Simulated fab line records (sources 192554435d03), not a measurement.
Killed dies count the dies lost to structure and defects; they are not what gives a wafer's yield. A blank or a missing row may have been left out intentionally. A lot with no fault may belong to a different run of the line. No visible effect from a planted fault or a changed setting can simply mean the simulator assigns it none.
Which tool did it? ; flow n5_finfet ; 10 lots, 27 wafers sampled, at 5 steps of a route of 1938

== WHAT THE GAUGES SHOWED, per wafer ==
N5_MOL_CONTACT_COAG_INSPECT_10: inspects for defects (brightfield). Usual: raw_defect_count at 80, with a standard deviation of 29.
lot;measured;on;raw_defect_count;flag
L426;day 5 03:42;defect_inspect-01;94 69 80;
L430;day 5 23:32;defect_inspect-02;64 96;
L431;day 6 02:51;defect_inspect-02;65 58;
L432;day 6 14:40;defect_inspect-01;119 117;
L439;day 8 04:17;defect_inspect-01;76 55 91;
L443;day 9 01:16;defect_inspect-02;86 66 48;
L444;day 9 08:52;defect_inspect-01;53 108 104;
L445;day 9 15:52;defect_inspect-02;142 118 109;
L446;day 9 21:53;defect_inspect-02;43 117 84;
L447;day 10 00:40;defect_inspect-01;54 57 98;

N5_BEOL_M4_RC_MEAS_101. Usual: DIBL_N 35.9 mV/V, standard deviation 1.3; DIBL_P 35.9 mV/V, standard deviation 1.5; IOFF_N 0.152 nA/um, standard deviation 0.023; IOFF_P 0.204 nA/um, standard deviation 0.027; ION_N 673 uA/um, standard deviation 9.2; ION_P 462 uA/um, standard deviation 6.7; SS_N 71.4 mV/dec, standard deviation 0.48; SS_P 73.2 mV/dec, standard deviation 0.55; VT_N 250.3 mV, standard deviation 2.6; VT_P -250.6 mV, standard deviation 3.
lot;measured;on;DIBL_N (mV/V);DIBL_P (mV/V);IOFF_N (nA/um);IOFF_P (nA/um);ION_N (uA/um);ION_P (uA/um);SS_N (mV/dec);SS_P (mV/dec);VT_N (mV);VT_P (mV);flag
L426;day 8 18:44;prober-01;35.9 35.3 34.9;36.2 35.8 36.1;0.177 0.163 0.159;0.208 0.198 0.204;682 679 676;458 459 464;71.3 71.8 70.8;73.9 73.7 73.1;246.9 248.9 248.7;-250.4 -251.5 -252.7;
L430;day 9 16:55;prober-01;37.3 35.5;37.5 35.5;0.167 0.135;0.220 0.189;662 666;460 463;71.9 71.7;74.8 72.9;248.3 249.8;-250.0 -253.4;
L431;day 10 14:52;prober-02;36.6 37.2;35.2 36.9;0.144 0.167;0.217 0.244;665 671;462 464;71.6 72.1;73.5 74.2;252.7 248.3;-248.6 -249.5;
L432;day 11 00:04;prober-02;34.9 34.8;35.7 34.9;0.133 0.130;0.189 0.178;680 668;467 462;71.8 71.0;73.1 72.1;252.7 253.5;-250.8 -252.7;
L439;day 12 07:56;prober-01;33.9 34.1 33.2;35.3 36.2 34.6;0.152 0.156 0.136;0.208 0.231 0.201;688 682 681;474 474 471;71.3 71.0 70.4;72.8 73.3 72.7;248.7 250.0 250.0;-248.8 -245.6 -249.4;
L443;day 13 14:14;prober-02;34.5 33.8 35.7;36.0 35.6 37.6;0.143 0.137 0.164;0.198 0.187 0.223;681 665 681;470 466 467;71.5 71.2 71.5;73.3 73.1 73.5;252.2 253.1 249.4;-248.9 -253.0 -251.9;
L444;day 13 17:34;prober-01;36.5 35.8 36.4;36.4 35.8 36.3;0.174 0.162 0.172;0.228 0.218 0.228;688 681 677;471 469 468;71.9 72.0 71.1;72.9 72.9 72.5;246.3 248.6 245.5;-248.1 -249.2 -247.2;
L445;day 13 17:28;prober-02;36.1 36.2 35.4;36.0 36.6 35.8;0.162 0.164 0.149;0.183 0.187 0.176;675 668 669;454 455 452;71.9 72.0 71.4;73.0 73.8 73.1;250.0 248.5 250.2;-253.1 -255.2 -256.0;
L446;day 14 01:35;prober-02;35.1 35.0 35.1;35.8 36.8 36.6;0.128 0.132 0.138;0.167 0.175 0.171;669 668 672;455 454 456;71.1 71.7 71.8;73.3 73.4 73.2;255.3 253.2 252.9;-254.2 -253.3 -257.5;
L447;day 14 19:56;prober-01;41.0 37.6 38.4;40.4 35.8 36.5;0.248 0.157 0.177;0.306 0.216 0.238;686 667 669;469 459 455;72.2 72.2 71.4;74.8 73.7 74.4;245.1 251.9 249.1;-245.4 -252.3 -249.1;

== TOOL THAT RAN EACH LOT (tool first, then ch and the chambers of the sampled wafers, then the start) ==
lot;N5_MOL_CONTACT_COAG_ETCH_106;N5_MOL_CONTACT_COAG_STRIP_98;N5_MOL_CONTACT_COAG_ALD_20
L426;rie_diel-05 ch 0,1, day 5 04:01;rie_diel-05 ch 0,1, day 5 04:16;ald_metal-04 ch 0,1,3, day 5 05:04
L430;rie_diel-02 ch 1,3, day 5 23:41;rie_diel-02 ch 1,3, day 5 23:55;ald_metal-04 ch 2,3, day 6 01:29
L431;rie_diel-02 ch 0,1, day 6 02:58;rie_diel-02 ch 0,1, day 6 03:13;ald_metal-04 ch 1,2, day 6 03:52
L432;rie_diel-05 ch 0,1, day 6 14:47;rie_diel-05 ch 0,1, day 6 15:02;ald_metal-04 ch 2, day 6 18:22
L439;rie_diel-05 ch 0,3, day 8 04:25;rie_diel-05 ch 0,3, day 8 04:39;ald_metal-02 ch 1,2, day 8 05:34
L443;rie_diel-05 ch 0,1,2, day 9 01:37;rie_diel-05 ch 0,1,2, day 9 01:52;ald_metal-04 ch 0,3, day 9 02:36
L444;rie_diel-05 ch 1,2, day 9 08:59;rie_diel-05 ch 1,2, day 9 09:14;ald_metal-04 ch 0,1, day 9 09:58
L445;rie_diel-02 ch 0,1,3, day 9 15:59;rie_diel-02 ch 0,1,3, day 9 16:13;ald_metal-04 ch 1,2,3, day 9 16:56
L446;rie_diel-05 ch 0,3, day 9 22:00;rie_diel-05 ch 0,3, day 9 22:14;ald_metal-04 ch 2,3, day 9 23:07
L447;rie_diel-02 ch 1,2,3, day 10 00:47;rie_diel-02 ch 1,2,3, day 10 01:02;ald_metal-04 ch 0,1,2, day 10 02:14
- N5_MOL_CONTACT_COAG_ETCH_106: etches SOC in N2/H2, target depth 80 nm, overetch 16 nm, time 120 s.
- N5_MOL_CONTACT_COAG_STRIP_98: strips in N2/H2.
- N5_MOL_CONTACT_COAG_ALD_20: deposits TiN, target thk 1.5 nm, pulse time 1 s, purge time 3 s.

== WHAT THE TOOLS THEMSELVES READ (means of the sampled wafers that have a number; where no wafer has one, the mark that the record gives instead) ==
N5_MOL_CONTACT_COAG_ETCH_106. Usual: drypump_motor_current_A 5.8 A, standard deviation 0.37; oes_product_au 0.70 a.u., standard deviation 0.066; rf_vpp_V 525 V, standard deviation 3.4; showerhead_plenum_p_Torr 2.58 Torr, standard deviation 0.12; throttle_valve_pct 17.80 %, standard deviation 0.2.
lot;tool;drypump_motor_current_A (A);oes_product_au (a.u.);rf_vpp_V (V);showerhead_plenum_p_Torr (Torr);throttle_valve_pct (%);flag
L426;rie_diel-05;5.4;0.70;522;2.46;17.85;
L430;rie_diel-02;5.7;0.72;528;2.67;17.68;
L431;rie_diel-02;5.4;0.77;528;2.70;17.59;
L432;rie_diel-05;5.5;0.69;522;2.50;17.80;
L439;rie_diel-05;6.0;0.65;526;2.63;17.95;
L443;rie_diel-05;5.6;0.73;525;2.56;17.76;
L444;rie_diel-05;5.5;0.72;521;2.46;17.90;
L445;rie_diel-02;5.6;0.71;527;2.67;17.69;
L446;rie_diel-05;5.8;0.65;526;2.63;17.82;
L447;rie_diel-02;5.9;0.75;524;2.60;17.73;

N5_MOL_CONTACT_COAG_STRIP_98. Usual: drypump_motor_current_A 5.9 A, standard deviation 0.38; oes_product_au 0.78 a.u., standard deviation 0.078; rf_vpp_V 54.3 V, standard deviation 1.3; showerhead_plenum_p_Torr 3.40 Torr, standard deviation 0.16; throttle_valve_pct 18.92 %, standard deviation 0.25.
lot;tool;drypump_motor_current_A (A);oes_product_au (a.u.);rf_vpp_V (V);showerhead_plenum_p_Torr (Torr);throttle_valve_pct (%);flag
L426;rie_diel-05;5.4;0.79;54.3;3.25;18.93;
L430;rie_diel-02;5.7;0.79;54.4;3.52;18.83;
L431;rie_diel-02;5.3;0.87;53.6;3.55;18.66;
L432;rie_diel-05;5.5;0.77;55.1;3.30;18.84;
L439;rie_diel-05;6.1;0.71;53.4;3.46;19.12;
L443;rie_diel-05;5.6;0.81;53.6;3.39;18.80;
L444;rie_diel-05;5.6;0.81;54.0;3.26;18.96;
L445;rie_diel-02;5.6;0.78;54.4;3.51;18.78;
L446;rie_diel-05;5.8;0.73;55.3;3.47;18.90;
L447;rie_diel-02;5.9;0.84;54.6;3.43;18.92;

N5_MOL_CONTACT_COAG_ALD_20. Usual: heater_power_w 917 W, standard deviation 47; precursor_pulse_height_rel 1.003, standard deviation 0.018.
lot;tool;heater_power_w (W);precursor_pulse_height_rel;flag
L426;ald_metal-04;934;1.006;
L430;ald_metal-04;905;1.008;
L431;ald_metal-04;932;0.984;
L432;ald_metal-04;918;0.982;
L439;ald_metal-02;899;1.006;
L443;ald_metal-04;913;0.993;
L444;ald_metal-04;949;1.003;
L445;ald_metal-04;918;1.010;
L446;ald_metal-04;914;1.010;
L447;ald_metal-04;932;1.014;

== THE ANSWER, worked out from the rows above alone ==
Rule: take the mean of a lot's wafers that have a number; if it is more than 3 standard deviations from the usual mean, the lot is off. A lot without any number at a reading at which 4 lots or more have one is off too. The other lots that the step has rows for count as sound. First the gauges in route order, then the tools' own readings, where a lot's mean is used as printed above. The first step at which some lot is off is used, and at that step the reading that is off furthest; a lot without a number counts as furthest.
Nothing can be told from this: no lot is off at any reading shown.

== WHAT WAS PUT IN BY THE SIMULATOR ==
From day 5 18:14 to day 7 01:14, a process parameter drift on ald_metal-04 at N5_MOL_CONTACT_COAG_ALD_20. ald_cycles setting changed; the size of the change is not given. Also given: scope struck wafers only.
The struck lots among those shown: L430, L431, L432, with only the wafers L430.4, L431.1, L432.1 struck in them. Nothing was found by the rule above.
